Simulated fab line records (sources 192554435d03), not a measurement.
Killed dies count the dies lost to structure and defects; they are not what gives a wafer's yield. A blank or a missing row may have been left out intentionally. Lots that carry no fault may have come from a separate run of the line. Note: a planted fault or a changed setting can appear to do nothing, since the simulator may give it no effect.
fab line records :: flow n5-finfet :: part 2 of 2: steps 15 to 15 of 15
record:
  lots: 7
  wafers: 21
  last-day: 20
route steps=1938 shown BEOL_M8@1341 PASSIVATION@1936
lots that met no fault: from a run of the same line without faults
start-h: hours from the record's first day to the start of the lot's first wafer shown :: wait-h: hours since the lot's step before :: " repeats the value in the row above :: L1.1+2: one row covering several wafers at once :: - value missing, or start not given :: * or withheld: withheld :: < > ~ a bound
route shown NAME@n: a module of which the file shows steps, and the number in the route of the first :: usual: mean/standard deviation taken from wafers without a fault :: same: alike in all rows :: chamber/n: place in a boat :: sites: the reading at each site :: _std_site: their standard deviation :: _edge_site: mean of outer sites minus mean of inner sites :: radius-mm: for every site, how far away it sits from the centre of the wafer :: mask NAME#n: copy n :: behind: the most recent tool/chamber to have shaped the wafer :: hold: reason for holding the lot/hours on hold/outcome of the hold :: device: the transistor (n, p or np) that didn't switch :: end of line: the tests these same wafers got at the end of their route :: a step given without rows: its recipe and nothing more :: killed: dies that structure and defects cost at the first sort, which is not the same as the wafer's yield :: map: a wafer's dies, marking killed ones x, the rest . and places with no die _
set.NAME: the setting the step ran with; set.NAME@STEP: the setting that earlier step ran with :: model.NAME: the simulator's own value behind a step, which no gauge read
a table for each step, a row for each wafer; lots at some steps of the route
services: from which hour (start-h, from the record's first day; less than 0 if before it) a tool's chamber was out of use, for how many hours, and why
== steps ==
step: N5_PASSIVATION_PROBE_49
usual:
  defect-limited-yield: 91.1/1.5
  killed_at_M0_to_M3: 36/11
  killed_at_M4_up: 14/5.6
  killed-at-contacts: 11/5.6
  killed-at-front-end: 40/12
  killed-at-other: 4/3.2
  killed-dies: 105/17
  killed-open: 69/12
  killed-short: 34/8.4
  sort_bin_5_function: 5.2/0.95
  sort_bin_6_memory: 3.3/0.63
  sort_bin_8_speed: 0.00/0.007
  sort-n-pass: 1075/17
  sort-yield-pct: 91.1/1.5
same:
  gross-dies: 1180
  killed-at-back-side: 0
  sort_bin_4_leakage[%]: 0
lot.wafer: L786.2
tool: prober-01
chamber: -
start-h: 310.86
wait-h: 0.1
defect-limited-yield[%]: 92.3
killed_at_M0_to_M3: 27
killed_at_M4_up: 11
killed-at-contacts: 6
killed-at-front-end: 45
killed-at-other: 2
killed-dies: 91
killed-open: 66
killed-short: 23
sort_bin_5_function[%]: 4.5
sort_bin_6_memory[%]: 3.0
sort_bin_8_speed[%]: 0.08
sort-n-pass: 1088
sort-yield-pct[%]: 92.2

lot.wafer: L786.3
tool: prober-01
chamber: -
start-h: 310.91
wait-h: 0.1
defect-limited-yield[%]: 93.1
killed_at_M0_to_M3: 35
killed_at_M4_up: 9
killed-at-contacts: 4
killed-at-front-end: 32
killed-at-other: 1
killed-dies: 81
killed-open: 47
killed-short: 34
sort_bin_5_function[%]: 4.2
sort_bin_6_memory[%]: 2.4
sort_bin_8_speed[%]: 0
sort-n-pass: 1099
sort-yield-pct[%]: 93.1

lot.wafer: L786.5
tool: prober-01
chamber: -
start-h: 311.01
wait-h: 0.2
defect-limited-yield[%]: 91.9
killed_at_M0_to_M3: 32
killed_at_M4_up: 15
killed-at-contacts: 2
killed-at-front-end: 46
killed-at-other: 1
killed-dies: 96
killed-open: 70
killed-short: 25
sort_bin_5_function[%]: 4.9
sort_bin_6_memory[%]: 3.1
sort_bin_8_speed[%]: 0
sort-n-pass: 1084
sort-yield-pct[%]: 91.9

lot.wafer: L796.1
tool: prober-01
chamber: -
start-h: 367.42
wait-h: 0.0
defect-limited-yield[%]: 90.2
killed_at_M0_to_M3: 33
killed_at_M4_up: 23
killed-at-contacts: 11
killed-at-front-end: 46
killed-at-other: 3
killed-dies: 116
killed-open: 72
killed-short: 43
sort_bin_5_function[%]: 5.8
sort_bin_6_memory[%]: 3.5
sort_bin_8_speed[%]: 0
sort-n-pass: 1064
sort-yield-pct[%]: 90.2

lot.wafer: L796.4
tool: prober-01
chamber: -
start-h: 367.57
wait-h: 0.2
defect-limited-yield[%]: 90.4
killed_at_M0_to_M3: 64
killed_at_M4_up: 11
killed-at-contacts: 6
killed-at-front-end: 27
killed-at-other: 5
killed-dies: 113
killed-open: 77
killed-short: 36
sort_bin_5_function[%]: 5.3
sort_bin_6_memory[%]: 4.2
sort_bin_8_speed[%]: 0
sort-n-pass: 1067
sort-yield-pct[%]: 90.4

lot.wafer: L796.6
tool: prober-01
chamber: -
start-h: 367.67
wait-h: 0.3
defect-limited-yield[%]: 94.1
killed_at_M0_to_M3: 35
killed_at_M4_up: 7
killed-at-contacts: 7
killed-at-front-end: 20
killed-at-other: 1
killed-dies: 70
killed-open: 55
killed-short: 14
sort_bin_5_function[%]: 3.1
sort_bin_6_memory[%]: 2.5
sort_bin_8_speed[%]: 0
sort-n-pass: 1110
sort-yield-pct[%]: 94.1

lot.wafer: L801.1
tool: prober-02
chamber: -
start-h: 380.18
wait-h: 0.0
defect-limited-yield[%]: 93.4
killed_at_M0_to_M3: 15
killed_at_M4_up: 12
killed-at-contacts: 9
killed-at-front-end: 41
killed-at-other: 1
killed-dies: 78
killed-open: 54
killed-short: 23
sort_bin_5_function[%]: 4.0
sort_bin_6_memory[%]: 2.6
sort_bin_8_speed[%]: 0
sort-n-pass: 1102
sort-yield-pct[%]: 93.4

lot.wafer: L801.2
tool: prober-02
chamber: -
start-h: 380.23
wait-h: 0.1
defect-limited-yield[%]: 93.4
killed_at_M0_to_M3: 34
killed_at_M4_up: 14
killed-at-contacts: 6
killed-at-front-end: 20
killed-at-other: 4
killed-dies: 78
killed-open: 54
killed-short: 19
sort_bin_5_function[%]: 3.6
sort_bin_6_memory[%]: 2.8
sort_bin_8_speed[%]: 0
sort-n-pass: 1102
sort-yield-pct[%]: 93.4

lot.wafer: L801.5
tool: prober-02
chamber: -
start-h: 380.38
wait-h: 0.2
defect-limited-yield[%]: 90.8
killed_at_M0_to_M3: 41
killed_at_M4_up: 15
killed-at-contacts: 10
killed-at-front-end: 35
killed-at-other: 7
killed-dies: 108
killed-open: 67
killed-short: 40
sort_bin_5_function[%]: 5.3
sort_bin_6_memory[%]: 3.4
sort_bin_8_speed[%]: 0
sort-n-pass: 1072
sort-yield-pct[%]: 90.8

lot.wafer: L797.1
tool: prober-01
chamber: -
start-h: 383.39
wait-h: 0.0
defect-limited-yield[%]: 90.5
killed_at_M0_to_M3: 33
killed_at_M4_up: 7
killed-at-contacts: 3
killed-at-front-end: 65
killed-at-other: 4
killed-dies: 112
killed-open: 77
killed-short: 33
sort_bin_5_function[%]: 5.3
sort_bin_6_memory[%]: 3.6
sort_bin_8_speed[%]: 0
sort-n-pass: 1068
sort-yield-pct[%]: 90.5

lot.wafer: L797.2
tool: prober-01
chamber: -
start-h: 383.44
wait-h: 0.1
defect-limited-yield[%]: 91.9
killed_at_M0_to_M3: 40
killed_at_M4_up: 10
killed-at-contacts: 7
killed-at-front-end: 31
killed-at-other: 7
killed-dies: 95
killed-open: 66
killed-short: 28
sort_bin_5_function[%]: 4.9
sort_bin_6_memory[%]: 3.1
sort_bin_8_speed[%]: 0
sort-n-pass: 1085
sort-yield-pct[%]: 91.9

lot.wafer: L797.6
tool: prober-01
chamber: -
start-h: 383.64
wait-h: 0.3
defect-limited-yield[%]: 93.0
killed_at_M0_to_M3: 26
killed_at_M4_up: 15
killed-at-contacts: 5
killed-at-front-end: 31
killed-at-other: 6
killed-dies: 83
killed-open: 52
killed-short: 31
sort_bin_5_function[%]: 4.0
sort_bin_6_memory[%]: 2.9
sort_bin_8_speed[%]: 0
sort-n-pass: 1097
sort-yield-pct[%]: 93.0

lot.wafer: L800.2
tool: prober-02
chamber: -
start-h: 397.64
wait-h: 0.1
defect-limited-yield[%]: 91.3
killed_at_M0_to_M3: 36
killed_at_M4_up: 7
killed-at-contacts: 8
killed-at-front-end: 36
killed-at-other: 16
killed-dies: 103
killed-open: 58
killed-short: 44
sort_bin_5_function[%]: 4.7
sort_bin_6_memory[%]: 3.6
sort_bin_8_speed[%]: 0
sort-n-pass: 1077
sort-yield-pct[%]: 91.3

lot.wafer: L800.3
tool: prober-02
chamber: -
start-h: 397.69
wait-h: 0.1
defect-limited-yield[%]: 90.4
killed_at_M0_to_M3: 33
killed_at_M4_up: 12
killed-at-contacts: 6
killed-at-front-end: 60
killed-at-other: 2
killed-dies: 113
killed-open: 71
killed-short: 41
sort_bin_5_function[%]: 5.7
sort_bin_6_memory[%]: 3.6
sort_bin_8_speed[%]: 0
sort-n-pass: 1067
sort-yield-pct[%]: 90.4

lot.wafer: L800.5
tool: prober-02
chamber: -
start-h: 397.79
wait-h: 0.2
defect-limited-yield[%]: 91.2
killed_at_M0_to_M3: 22
killed_at_M4_up: 23
killed-at-contacts: 6
killed-at-front-end: 52
killed-at-other: 1
killed-dies: 104
killed-open: 71
killed-short: 32
sort_bin_5_function[%]: 5.5
sort_bin_6_memory[%]: 2.9
sort_bin_8_speed[%]: 0
sort-n-pass: 1076
sort-yield-pct[%]: 91.2

lot.wafer: L806.1
tool: prober-01
chamber: -
start-h: 426.47
wait-h: 0.0
defect-limited-yield[%]: 92.6
killed_at_M0_to_M3: 23
killed_at_M4_up: 11
killed-at-contacts: 13
killed-at-front-end: 37
killed-at-other: 3
killed-dies: 87
killed-open: 55
killed-short: 28
sort_bin_5_function[%]: 3.6
sort_bin_6_memory[%]: 3.1
sort_bin_8_speed[%]: 0
sort-n-pass: 1093
sort-yield-pct[%]: 92.6

lot.wafer: L806.3
tool: prober-01
chamber: -
start-h: 426.57
wait-h: 0.1
defect-limited-yield[%]: 93.0
killed_at_M0_to_M3: 33
killed_at_M4_up: 9
killed-at-contacts: 7
killed-at-front-end: 31
killed-at-other: 3
killed-dies: 83
killed-open: 52
killed-short: 30
sort_bin_5_function[%]: 4.1
sort_bin_6_memory[%]: 2.7
sort_bin_8_speed[%]: 0
sort-n-pass: 1097
sort-yield-pct[%]: 93.0

lot.wafer: L806.6
tool: prober-01
chamber: -
start-h: 426.72
wait-h: 0.3
defect-limited-yield[%]: 92.6
killed_at_M0_to_M3: 36
killed_at_M4_up: 9
killed-at-contacts: 15
killed-at-front-end: 26
killed-at-other: 1
killed-dies: 87
killed-open: 69
killed-short: 17
sort_bin_5_function[%]: 4.7
sort_bin_6_memory[%]: 2.6
sort_bin_8_speed[%]: 0
sort-n-pass: 1093
sort-yield-pct[%]: 92.6

lot.wafer: L809.3
tool: prober-01
chamber: -
start-h: 468.58
wait-h: 0.1
defect-limited-yield[%]: 91.5
killed_at_M0_to_M3: 40
killed_at_M4_up: 18
killed-at-contacts: 9
killed-at-front-end: 31
killed-at-other: 2
killed-dies: 100
killed-open: 75
killed-short: 21
sort_bin_5_function[%]: 5.2
sort_bin_6_memory[%]: 3.1
sort_bin_8_speed[%]: 0
sort-n-pass: 1080
sort-yield-pct[%]: 91.5

lot.wafer: L809.4
tool: prober-01
chamber: -
start-h: 468.63
wait-h: 0.2
defect-limited-yield[%]: 90.5
killed_at_M0_to_M3: 64
killed_at_M4_up: 15
killed-at-contacts: 4
killed-at-front-end: 25
killed-at-other: 4
killed-dies: 112
killed-open: 68
killed-short: 42
sort_bin_5_function[%]: 5.2
sort_bin_6_memory[%]: 3.9
sort_bin_8_speed[%]: 0
sort-n-pass: 1068
sort-yield-pct[%]: 90.5

lot.wafer: L809.6
tool: prober-01
chamber: -
start-h: 468.73
wait-h: 0.3
defect-limited-yield[%]: 87.0
killed_at_M0_to_M3: 71
killed_at_M4_up: 16
killed-at-contacts: 16
killed-at-front-end: 41
killed-at-other: 9
killed-dies: 153
killed-open: 108
killed-short: 45
sort_bin_5_function[%]: 8.1
sort_bin_6_memory[%]: 4.4
sort_bin_8_speed[%]: 0
sort-n-pass: 1027
sort-yield-pct[%]: 87.0
killed by level:class
L786.2 STI_FIN_REVEAL:geometric-particle:open=12 FIN_SAQP:geometric-particle:open=10 BEOL_M3:geometric-particle:open=7 FIN_SAQP:geometric-particle:short=6 BEOL_M0_SAQP:geometric-particle:open=6 BEOL_M2:geometric-particle:open=6 MOL_CONTACT_COAG:geometric-particle:open=5 GATE_CUT:geometric-particle:short=4
L786.3 FIN_SAQP:geometric-particle:short=11 BEOL_M2:geometric-particle:open=8 BEOL_M3:geometric-particle:open=8 BEOL_M0_SAQP:geometric-particle:open=6 GATE_CUT:geometric-particle:short=4 BEOL_M4:geometric-particle:open=4 BEOL_M0_SAQP:geometric-particle:short=4 FIN_SAQP:geometric-particle:open=3
L786.5 STI_FIN_REVEAL:geometric-particle:open=20 BEOL_M2:geometric-particle:open=10 BEOL_M3:geometric-particle:open=9 FIN_SAQP:geometric-particle:short=5 DUMMY_GATE:geometric-particle:open=5 BEOL_M4:geometric-particle:open=5 BEOL_M4:geometric-particle:short=5 BEOL_M0_SAQP:geometric-particle:open=4
L796.1 FIN_SAQP:geometric-particle:short=12 MOL_CONTACT_COAG:geometric-particle:open=10 FIN_SAQP:geometric-particle:open=9 BEOL_M3:geometric-particle:open=9 BEOL_M0_SAQP:geometric-particle:short=7 BEOL_M4:geometric-particle:open=7 BEOL_M2:geometric-particle:open=6 BEOL_M4:geometric-particle:short=5
L796.4 BEOL_M3:geometric-particle:open=13 BEOL_M2:geometric-particle:open=12 BEOL_M1:geometric-particle:open=10 BEOL_M0_SAQP:geometric-particle:short=10 FIN_SAQP:geometric-particle:open=9 FIN_SAQP:geometric-particle:short=8 BEOL_M0_SAQP:geometric-particle:open=6 MOL_CONTACT_COAG:geometric-particle:open=5
L796.6 BEOL_M1:geometric-particle:open=10 BEOL_M2:geometric-particle:open=8 MOL_CONTACT_COAG:geometric-particle:open=7 STARTING-WAFER:geometric-particle:open=5 BEOL_M0:geometric-particle:open=4 BEOL_M3:geometric-particle:open=4 FIN_CUT:geometric-particle:open=3 BEOL_M0_SAQP:geometric-particle:short=3
L801.1 FIN_SAQP:geometric-particle:open=12 FIN_SAQP:geometric-particle:short=11 DUMMY_GATE:geometric-particle:open=7 BEOL_M4:geometric-particle:open=7 MOL_CONTACT_COAG:geometric-particle:open=5 STI_FIN_REVEAL:geometric-particle:open=4 MOL_CONTACT_COAG:geometric-particle:short=4 BEOL_M2:geometric-particle:open=4
L801.2 BEOL_M0_SAQP:geometric-particle:open=14 STI_FIN_REVEAL:geometric-particle:open=7 BEOL_M2:geometric-particle:open=7 BEOL_M0_SAQP:geometric-particle:short=5 FIN_SAQP:geometric-particle:short=4 MOL_CONTACT_COAG:geometric-particle:open=4 BEOL_M4:geometric-particle:open=4 BEOL_M1:geometric-particle:open=3
L801.5 BEOL_M0_SAQP:geometric-particle:short=12 STI_FIN_REVEAL:geometric-particle:open=11 BEOL_M0_SAQP:geometric-particle:open=9 BEOL_M3:geometric-particle:open=9 FIN_SAQP:geometric-particle:open=6 MOL_CONTACT_COAG:geometric-particle:open=6 GATE_CUT:geometric-particle:short=5 BEOL_M2:geometric-particle:open=5
L797.1 STI_FIN_REVEAL:geometric-particle:open=21 FIN_SAQP:geometric-particle:open=15 FIN_SAQP:geometric-particle:short=9 BEOL_M0:geometric-particle:open=7 BEOL_M3:geometric-particle:open=7 BEOL_M2:geometric-particle:short=5 STARTING-WAFER:geometric-particle:short=5 BEOL_M0_SAQP:geometric-particle:short=4
L797.2 BEOL_M1:geometric-particle:open=10 BEOL_M2:geometric-particle:open=9 FIN_SAQP:geometric-particle:short=8 MOL_CONTACT_COAG:geometric-particle:open=7 BEOL_M0:geometric-particle:open=7 STI_FIN_REVEAL:geometric-particle:open=6 FIN_SAQP:geometric-particle:open=5 BEOL_M0_SAQP:geometric-particle:open=3
L797.6 FIN_SAQP:geometric-particle:short=7 BEOL_M5:geometric-particle:open=6 FIN_SAQP:geometric-particle:open=5 STI_FIN_REVEAL:geometric-particle:open=5 BEOL_M1:geometric-particle:open=5 BEOL_M0_SAQP:geometric-particle:open=4 BEOL_M3:geometric-particle:open=4 BEOL_M1:geometric-particle:short=3
L800.2 BEOL_M0_SAQP:geometric-particle:short=16 FIN_SAQP:geometric-particle:open=10 MOL_CONTACT_COAG:geometric-particle:open=7 BEOL_M0_SAQP:geometric-particle:open=7 FIN_SAQP:geometric-particle:short=6 STI_FIN_REVEAL:geometric-particle:open=6 MIM_TOP_ETCH:geometric-particle:short=6 DUMMY_GATE:geometric-particle:open=5
L800.3 FIN_SAQP:geometric-particle:open=23 FIN_SAQP:geometric-particle:short=10 BEOL_M3:geometric-particle:open=6 MOL_CONTACT_COAG:geometric-particle:open=6 GATE_CUT:geometric-particle:short=5 DUMMY_GATE:geometric-particle:open=5 BEOL_M0:geometric-particle:open=5 BEOL_M0_SAQP:geometric-particle:open=4
L800.5 FIN_SAQP:geometric-particle:open=17 FIN_SAQP:geometric-particle:short=12 STI_FIN_REVEAL:geometric-particle:open=10 BEOL_M0_SAQP:geometric-particle:open=6 BEOL_M0_SAQP:geometric-particle:short=5 BEOL_M4:geometric-particle:open=5 BEOL_M5:geometric-particle:open=5 DUMMY_GATE:geometric-particle:open=4
L806.1 FIN_SAQP:geometric-particle:short=11 MOL_CONTACT_COAG:geometric-particle:open=11 FIN_SAQP:geometric-particle:open=10 BEOL_M2:geometric-particle:open=6 BEOL_M2:geometric-particle:short=4 BEOL_M3:geometric-particle:open=4 BEOL_M4:geometric-particle:open=4 DUMMY_GATE:geometric-particle:open=3
L806.3 FIN_SAQP:geometric-particle:short=6 MOL_CONTACT_COAG:geometric-particle:open=6 STARTING-WAFER:geometric-particle:short=6 BEOL_M3:geometric-particle:open=6 BEOL_M0_SAQP:geometric-particle:short=5 BEOL_M1:geometric-particle:open=5 BEOL_M2:geometric-particle:open=5 BEOL_M0:geometric-particle:open=4
L806.6 MOL_CONTACT_COAG:geometric-particle:open=14 BEOL_M0:geometric-particle:open=10 BEOL_M1:geometric-particle:open=7 BEOL_M2:geometric-particle:open=7 BEOL_M0_SAQP:geometric-particle:open=6 FIN_SAQP:geometric-particle:open=5 GATE_CUT:geometric-particle:short=5 BEOL_M0_SAQP:geometric-particle:short=5
L809.3 BEOL_M0_SAQP:geometric-particle:open=11 FIN_SAQP:geometric-particle:open=8 MOL_CONTACT_COAG:geometric-particle:open=8 BEOL_M2:geometric-particle:open=8 BEOL_M4:geometric-particle:open=7 BEOL_M0_SAQP:geometric-particle:short=5 BEOL_M3:geometric-particle:open=5 BEOL_M8:geometric-particle:open=5
L809.4 BEOL_M0_SAQP:geometric-particle:short=15 BEOL_M2:geometric-particle:open=12 BEOL_M0_SAQP:geometric-particle:open=9 BEOL_M3:geometric-particle:open=8 STI_FIN_REVEAL:geometric-particle:open=5 BEOL_M1:geometric-particle:open=5 BEOL_M4:geometric-particle:open=5 FIN_SAQP:geometric-particle:open=4
L809.6 BEOL_M2:geometric-particle:open=15 MOL_CONTACT_COAG:geometric-particle:open=14 BEOL_M3:geometric-particle:open=14 BEOL_M0_SAQP:geometric-particle:short=12 BEOL_M0_SAQP:geometric-particle:open=11 FIN_SAQP:geometric-particle:open=9 BEOL_M1:geometric-particle:open=9 FIN_SAQP:geometric-particle:short=6
== services ==
tool: rie-metal-01
chamber: 1
start-h: 206.10
hours: -
kind: clean

tool: rie-metal-01
chamber: 1
start-h: 206.10
hours: 26.7
kind: scheduled-down

tool: rie-metal-01
chamber: 1
start-h: 206.10
hours: 26.7
kind: vent-cycle

tool: rie-diel-01
chamber: 0
start-h: 264.71
hours: 3.7
kind: repair

tool: rie-metal-03
chamber: -
start-h: 270.81
hours: 0.8
kind: repair

tool: rie-metal-01
chamber: -
start-h: 272.06
hours: 14.6
kind: pm

tool: rie-diel-04
chamber: 1
start-h: 294.03
hours: 23.1
kind: repair

tool: rie-metal-03
chamber: -
start-h: 304.74
hours: 1.1
kind: repair

tool: rie-diel-03
chamber: 2
start-h: 313.71
hours: -
kind: clean

tool: rie-diel-03
chamber: 2
start-h: 313.71
hours: -
kind: consumable-replace:focus-ring

tool: rie-diel-03
chamber: 2
start-h: 313.71
hours: -
kind: consumable-replace:showerhead

tool: rie-diel-03
chamber: 2
start-h: 313.71
hours: 17.9
kind: scheduled-down

tool: rie-diel-03
chamber: 2
start-h: 313.71
hours: 17.9
kind: vent-cycle

tool: rie-metal-02
chamber: -
start-h: 314.59
hours: 0.5
kind: repair

tool: rie-diel-03
chamber: 3
start-h: 331.61
hours: -
kind: clean

tool: rie-diel-03
chamber: 3
start-h: 331.61
hours: -
kind: consumable-replace:focus-ring

tool: rie-diel-03
chamber: 3
start-h: 331.61
hours: 20.4
kind: scheduled-down

tool: rie-diel-03
chamber: 3
start-h: 331.61
hours: 20.4
kind: vent-cycle

tool: rie-metal-02
chamber: -
start-h: 332.92
hours: 2.8
kind: pm

tool: rie-diel-03
chamber: -
start-h: 353.27
hours: 4.3
kind: pm
